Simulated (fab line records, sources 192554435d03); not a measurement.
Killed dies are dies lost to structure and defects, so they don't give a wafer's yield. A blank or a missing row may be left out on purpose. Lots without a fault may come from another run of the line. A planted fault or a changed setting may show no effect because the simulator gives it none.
Chamber matching | flow n5_finfet | N5_BEOL_M0_CUTY_DESCUM_61 on rie_diel-03: 4 sister chambers
The step chemistry O2, time 7.9 s. 18 wafers are shown with their chamber, then 9 later ones without.

WAFERS WITH THEIR CHAMBER
wafer  | chamber | drypump_motor_current_A (A) | throttle_valve_pct (%) | showerhead_plenum_p_Torr (Torr)
L075.2 | 3       | 5.4                         | 20.8                   | 2.08
L075.5 | 3       | 5.4                         | 20.8                   | 2.08
L075.6 | 0       | 6.4                         | 20.4                   | 2.07
L076.1 | 3       | 5.4                         | 20.8                   | 2.08
L076.4 | 2       | 5.6                         | 19.8                   | 2.12
L076.6 | 0       | 6.4                         | 20.4                   | 2.07
L079.2 | 1       | 5.1                         | 20.3                   | 2.14
L079.4 | 0       | 6.4                         | 20.4                   | 2.07
L079.6 | 2       | 5.6                         | 19.8                   | 2.12
L080.2 | 2       | 5.6                         | 19.8                   | 2.12
L080.4 | 3       | 5.4                         | 20.8                   | 2.07
L080.5 | 2       | 5.6                         | 19.8                   | 2.12
L086.3 | 1       | 5.1                         | 20.3                   | 2.13
L086.4 | 0       | 6.4                         | 20.5                   | 2.07
L086.6 | 3       | 5.4                         | 20.9                   | 2.07
L087.1 | 2       | 5.7                         | 19.8                   | 2.11
L087.4 | 0       | 6.4                         | 20.5                   | 2.07
L087.6 | 3       | 5.4                         | 20.9                   | 2.07

SIGNATURES (means of the wafers above)
reading                  | chamber 0 | chamber 1 | chamber 2 | chamber 3 | scatter within a chamber
drypump_motor_current_A  | 6.400     | 5.100     | 5.620     | 5.400     | 0.0239
throttle_valve_pct       | 20.440    | 20.300    | 19.800    | 20.833    | 0.0425
showerhead_plenum_p_Torr | 2.0700    | 2.1350    | 2.1180    | 2.0750    | 0.00447
Rule: a wafer's distance from a chamber is the root of the sum, over the readings, of the square of ((its reading less the chamber's mean) divided by the reading's scatter). The wafer belongs to the nearest chamber; if the next one is less than 2 further off, it can't be placed. The scatter: the root of (the sum of the squares of (reading less its chamber's mean) over the shown wafers, divided by (wafers less chambers)).

WAFERS WITHOUT THEIR CHAMBER
wafer  | drypump_motor_current_A (A) | throttle_valve_pct (%) | showerhead_plenum_p_Torr (Torr)
L089.2 | 5.4                         | 20.9                   | 2.07
L089.4 | 5.6                         | 19.8                   | 2.11
L089.6 | 5.1                         | 20.3                   | 2.13
L094.1 | 6.3                         | 20.5                   | 2.06
L094.4 | 5.6                         | 19.8                   | 2.11
L094.5 | 5.1                         | 20.3                   | 2.13
L095.1 | 5.6                         | 19.8                   | 2.11
L095.3 | 5.1                         | 20.3                   | 2.13
L095.6 | 6.4                         | 20.5                   | 2.06

WHICH CHAMBER EACH WENT THROUGH
wafer  | from the rows above | in truth
L089.2 | 3                   | 3
L089.4 | 2                   | 2
L089.6 | 1                   | 1
L094.1 | 0                   | 0
L094.4 | 2                   | 2
L094.5 | 1                   | 1
L095.1 | 2                   | 2
L095.3 | 1                   | 1
L095.6 | 0                   | 0
Placed correctly: 9 of 9. Can't be placed from these rows: 0. Placed wrongly: 0.
